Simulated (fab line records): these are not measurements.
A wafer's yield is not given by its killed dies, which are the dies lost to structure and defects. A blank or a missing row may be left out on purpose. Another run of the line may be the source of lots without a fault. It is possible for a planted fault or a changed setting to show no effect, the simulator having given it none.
What tool caused it?	flow n5_finfet	Sampling: 24 lots, 72 wafers, 6 of 1938 route steps

## WHAT THE GAUGES READ, wafer by wafer
N5_BEOL_M8_THK_MEAS_53: measures by xrf.
lot	measured	on	M8_THK (nm)
L074	day 8 23:46	film_metro-01	85.6 80.1 79.6
L076	day 9 04:05	film_metro-01	80.4 78.0 79.0
L075	day 9 04:24	film_metro-01	81.2 79.6 76.5
L077	day 10 00:37	film_metro-02	81.5 84.0 79.9
L078	day 10 09:57	film_metro-02	77.9 81.4 78.0
L079	day 10 10:19	film_metro-01	80.6 76.9 82.4
L080	day 10 10:51	film_metro-01	81.9 78.6 77.5
L081	day 10 21:37	film_metro-01	80.5 80.6 76.0
L083	day 11 03:23	film_metro-01	79.9 78.0 81.8
L082	day 11 06:56	film_metro-02	79.4 78.2 83.3
L084	day 11 07:16	film_metro-02	81.4 81.0 78.7
L085	day 11 20:32	film_metro-02	78.7 77.0 79.9
L086	day 12 03:36	film_metro-02	84.9 79.0 77.7
L087	day 12 09:10	film_metro-01	83.9 80.3 83.2
L088	day 12 16:29	film_metro-02	79.4 78.6 84.1
L090	day 12 16:46	film_metro-02	79.3 81.7 79.5
L091	day 13 00:47	film_metro-01	83.4 78.4 78.1
L089	day 13 02:03	film_metro-02	79.9 82.1 79.9
L092	day 13 08:32	film_metro-02	78.0 81.5 76.8
L093	day 13 13:59	film_metro-01	80.2 80.3 86.5
L094	day 13 17:11	film_metro-01	79.1 83.6 85.0
L095	day 13 22:56	film_metro-01	75.5 80.5 76.1
L096	day 14 18:04	film_metro-02	82.0 81.3 81.3
L097	day 15 03:54	film_metro-01	79.3 84.5 83.0

N5_BEOL_M9_CD_MEAS_11: the cd target is 64.1 nm.
lot	measured	on	cd_nm (nm)
L074	day 9 02:10	cd_sem-03	63.8 64.1 65.2
L076	day 9 07:50	cd_sem-01	63.9 63.8 64.7
L075	day 9 08:28	cd_sem-02	64.2 64.1 63.4
L077	day 10 02:26	cd_sem-02	64.7 65.0 64.7
L078	day 10 12:05	cd_sem-01	63.8 64.5 63.4
L079	day 10 12:19	cd_sem-01	63.5 63.4 63.9
L080	day 10 12:29	cd_sem-02	64.1 63.4 64.4
L081	day 11 01:50	cd_sem-03	64.6 65.0 65.0
L083	day 11 05:23	cd_sem-01	65.1 64.3 64.8
L082	day 11 09:56	cd_sem-01	64.6 64.1 64.9
L084	day 11 10:07	cd_sem-02	63.7 64.7 64.0
L085	day 11 23:23	cd_sem-03	62.5 63.4 63.7
L086	day 12 06:31	cd_sem-01	64.5 64.4 64.1
L087	day 12 10:46	cd_sem-01	64.1 63.9 63.9
L088	day 12 18:59	cd_sem-01	64.1 63.3 64.1
L090	day 12 19:21	cd_sem-03	64.3 64.5 64.8
L091	day 13 03:21	cd_sem-02	63.8 64.0 63.7
L089	day 13 04:34	cd_sem-03	63.1 63.5 63.3
L092	day 13 10:37	cd_sem-01	63.7 63.4 63.8
L093	day 13 15:58	cd_sem-03	64.6 64.3 63.6
L094	day 13 18:50	cd_sem-02	64.8 63.8 63.8
L095	day 14 00:44	cd_sem-01	63.6 63.8 63.5
L096	day 14 20:15	cd_sem-02	64.0 64.8 63.9
L097	day 15 06:01	cd_sem-03	64.7 64.1 64.5

N5_BEOL_M9_INSPECT_13: inspects for defects (brightfield).
lot	measured	on	raw_defect_count
L074	day 9 02:15	defect_inspect-02	493 419 487
L076	day 9 07:53	defect_inspect-01	444 604 423
L075	day 9 08:32	defect_inspect-01	273 333 403
L077	day 10 02:29	defect_inspect-02	271 211 265
L078	day 10 12:09	defect_inspect-02	338 298 504
L079	day 10 12:22	defect_inspect-01	467 395 337
L080	day 10 12:32	defect_inspect-01	231 296 253
L081	day 11 01:53	defect_inspect-02	472 536 443
L083	day 11 05:26	defect_inspect-01	313 397 430
L082	day 11 10:00	defect_inspect-02	321 488 318
L084	day 11 10:10	defect_inspect-01	366 239 364
L085	day 11 23:26	defect_inspect-02	458 401 455
L086	day 12 06:34	defect_inspect-02	404 423 561
L087	day 12 10:49	defect_inspect-02	605 337 549
L088	day 12 19:02	defect_inspect-02	283 555 407
L090	day 12 19:25	defect_inspect-01	379 348 400
L091	day 13 03:24	defect_inspect-02	245 317 280
L089	day 13 04:37	defect_inspect-02	361 442 431
L092	day 13 10:40	defect_inspect-02	336 423 313
L093	day 13 16:01	defect_inspect-01	300 332 276
L094	day 13 18:53	defect_inspect-01	354 405 445
L095	day 14 00:47	defect_inspect-02	367 386 486
L096	day 14 20:18	defect_inspect-02	401 623 412
L097	day 15 06:04	defect_inspect-01	621 359 440

N5_BEOL_M10_THK_MEAS_01.
lot	measured	on	M10_ILD_THK (nm)
L074	day 9 10:22	film_metro-02	268 270 271
L076	day 9 17:28	film_metro-01	262 264 273
L075	day 9 17:36	film_metro-02	266 266 263
L077	day 10 08:35	film_metro-01	259 261 271
L078	day 10 18:22	film_metro-01	270 270 275
L079	day 10 18:16	film_metro-01	264 268 260
L080	day 10 17:47	film_metro-02	262 267 265
L081	day 11 07:45	film_metro-02	264 266 265
L083	day 11 13:32	film_metro-02	274 268 269
L082	day 11 15:08	film_metro-01	273 264 268
L084	day 11 17:18	film_metro-01	265 268 272
L085	day 12 05:10	film_metro-02	264 268 266
L086	day 12 11:24	film_metro-01	265 271 271
L087	day 12 15:06	film_metro-02	256 264 267
L088	day 13 01:14	film_metro-01	264 268 272
L090	day 13 01:43	film_metro-02	268 264 272
L091	day 13 09:09	film_metro-01	264 265 272
L089	day 13 09:38	film_metro-01	264 260 261
L092	day 13 15:41	film_metro-01	262 267 266
L093	day 13 21:00	film_metro-01	267 272 270
L094	day 14 00:01	film_metro-02	267 265 266
L095	day 14 05:51	film_metro-02	268 268 272
L096	day 15 01:20	film_metro-01	266 268 273
L097	day 15 11:28	film_metro-02	257 262 263

## EACH LOT AND THE TOOL THAT RAN IT (in order: tool; ch and the chambers of the sampled wafers; start)
lot	N5_BEOL_M9_VIA_ETCH_34	N5_BEOL_M10_ILD_DEP_00
L074	rie_diel-03 ch 0,1,3, day 9 04:21	pecvd-01 ch 0,1, day 9 09:17
L076	rie_diel-03 ch 1,2, day 9 12:35	pecvd-04 ch 0,1,2, day 9 16:52
L075	rie_diel-05 ch 2,3, day 9 12:11	pecvd-02 ch 0,1, day 9 16:31
L077	rie_diel-03 ch 0,3, day 10 05:14	pecvd-04 ch 0,1,2, day 10 07:59
L078	rie_diel-05 ch 0,1, day 10 14:40	pecvd-01 ch 0,2, day 10 17:35
L079	rie_diel-01 ch 0,1,3, day 10 14:36	pecvd-02 ch 1,2, day 10 17:28
L080	rie_diel-03 ch 1,2, day 10 14:10	pecvd-04 ch 1,2, day 10 17:12
L081	rie_diel-03 ch 0,1,3, day 11 04:07	pecvd-02 ch 1,2, day 11 06:41
L083	rie_diel-05 ch 0,1,2, day 11 08:44	pecvd-01 ch 0,1,2, day 11 12:29
L082	rie_diel-01 ch 1,2,3, day 11 11:46	pecvd-01 ch 0,2, day 11 14:32
L084	rie_diel-01 ch 0,2,3, day 11 12:20	pecvd-02 ch 1,2, day 11 16:43
L085	rie_diel-03 ch 0,1, day 12 01:07	pecvd-01 ch 1,2, day 12 04:32
L086	rie_diel-05 ch 0,1,2, day 12 07:40	pecvd-01 ch 0,2, day 12 10:49
L087	rie_diel-01 ch 1,3, day 12 12:01	pecvd-02 ch 0,1,2, day 12 14:31
L088	rie_diel-03 ch 1,2,3, day 12 20:22	pecvd-01 ch 0,1,2, day 13 00:39
L090	rie_diel-03 ch 0,1,3, day 12 20:47	pecvd-04 ch 0,2, day 13 00:54
L091	rie_diel-05 ch 0,2,3, day 13 05:26	pecvd-02 ch 1,2, day 13 08:27
L089	rie_diel-03 ch 1,2,3, day 13 05:51	pecvd-04 ch 0,1,2, day 13 08:56
L092	rie_diel-01 ch 1,3, day 13 12:10	pecvd-02 ch 0, day 13 15:04
L093	rie_diel-01 ch 0,3, day 13 17:19	pecvd-01 ch 0,2, day 13 20:25
L094	rie_diel-01 ch 0,1,2, day 13 20:29	pecvd-02 ch 0,1,2, day 13 23:14
L095	rie_diel-05 ch 1,2, day 14 02:21	pecvd-02 ch 0,2, day 14 05:16
L096	rie_diel-01 ch 1,2, day 14 21:53	pecvd-01 ch 0,2, day 15 00:45
L097	rie_diel-05 ch 0,3, day 15 07:29	pecvd-04 ch 0,1,2, day 15 10:53
- N5_BEOL_M9_VIA_ETCH_34: etches SiCOH lowk in C4F6/O2, target depth 182.4 nm, time 68.4 s.
- N5_BEOL_M10_ILD_DEP_00: deposits SiCOH lowk from DEMS/porogen, target thk 308.51 nm, time 58 s.

## AS READ BY THE TOOLS THEMSELVES (means over the sampled wafers that have a number; for cases with no such wafer, the mark the record gives instead)
N5_BEOL_M9_VIA_ETCH_34.
lot	tool	C4F6_flow_sccm (sccm)	drypump_motor_current_A (A)	oes_product_au (a.u.)	rf_vpp_V (V)	showerhead_plenum_p_Torr (Torr)	throttle_valve_pct (%)
L074	rie_diel-03	9.97	5.8	0.76	666	2.84	20.87
L076	rie_diel-03	9.98	5.8	0.84	665	2.75	20.75
L075	rie_diel-05	9.97	6.4	0.77	669	2.94	20.41
L077	rie_diel-03	10.01	5.7	0.71	672	2.86	21.01
L078	rie_diel-05	10.00	5.9	0.79	653	2.87	20.69
L079	rie_diel-01	10.02	5.3	0.79	656	2.82	20.92
L080	rie_diel-03	10.00	5.4	0.79	661	2.75	20.84
L081	rie_diel-03	10.02	5.8	0.75	666	2.84	20.88
L083	rie_diel-05	10.04	6.1	0.79	654	2.85	20.61
L082	rie_diel-01	9.97	5.4	0.84	666	2.79	20.96
L084	rie_diel-01	10.00	5.1	0.84	655	2.79	20.94
L085	rie_diel-03	10.01	6.0	0.76	678	2.80	20.95
L086	rie_diel-05	10.00	6.1	0.77	654	2.85	20.62
L087	rie_diel-01	10.02	5.7	0.78	666	2.82	20.96
L088	rie_diel-03	10.02	5.5	0.83	656	2.80	20.72
L090	rie_diel-03	10.01	5.8	0.83	666	2.83	20.76
L091	rie_diel-05	9.98	6.1	0.74	660	2.83	20.64
L089	rie_diel-03	9.99	5.5	0.83	657	2.80	20.73
L092	rie_diel-01	10.03	5.5	0.72	658	2.76	20.97
L093	rie_diel-01	10.00	5.2	0.72	647	2.76	20.96
L094	rie_diel-01	10.01	5.2	0.85	663	2.83	20.97
L095	rie_diel-05	10.05	6.5	0.78	663	2.94	20.44
L096	rie_diel-01	10.00	5.3	0.87	672	2.81	20.99
L097	rie_diel-05	10.00	5.6	0.79	651	2.72	20.74

N5_BEOL_M10_ILD_DEP_00.
lot	tool	heater_power_w (W)	showerhead_plenum_p_Torr (Torr)	throttle_valve_pct (%)
L074	pecvd-01	319	5.736	14.9
L076	pecvd-04	299	5.722	14.2
L075	pecvd-02	340	5.726	14.1
L077	pecvd-04	318	5.729	14.2
L078	pecvd-01	332	5.739	13.4
L079	pecvd-02	307	5.740	13.3
L080	pecvd-04	364	5.737	13.7
L081	pecvd-02	285	5.737	13.2
L083	pecvd-01	308	5.738	14.0
L082	pecvd-01	287	5.742	13.2
L084	pecvd-02	346	5.744	13.8
L085	pecvd-01	256	5.734	13.6
L086	pecvd-01	306	5.742	13.2
L087	pecvd-02	304	5.741	13.6
L088	pecvd-01	317	5.733	14.1
L090	pecvd-04	290	5.715	13.7
L091	pecvd-02	283	5.748	13.3
L089	pecvd-04	307	5.729	14.3
L092	pecvd-02	345	5.725	14.0
L093	pecvd-01	303	5.740	13.5
L094	pecvd-02	323	5.735	13.7
L095	pecvd-02	285	5.724	13.2
L096	pecvd-01	334	5.743	13.6
L097	pecvd-04	329	5.726	14.3

## THE ANSWER, worked out from the rows above alone
Rule: the usual values come from the lots themselves. The widest of any qualifying gaps counts: lots, ordered by their means at a reading, are off when they make up no more than a third of the lots, leave a main group of 4 or more, and stand apart from it by 3 or more times the standard deviation of that group's means. Not used: any main group whose means are identical at the precision the tables above print for the reading. Also off: a lot with no number at a reading for which 4 or more lots have one. The other lots that the step has rows for count as sound. First the gauges in route order, then the tools' own readings, where a lot's mean is used as printed above. At the first step where some lot is off, the reading lying furthest off is the one used; lots without a number count as furthest.
None of the lots is off at any reading shown; this tells nothing.

## WHAT HAD BEEN PUT IN BY THE SIMULATOR
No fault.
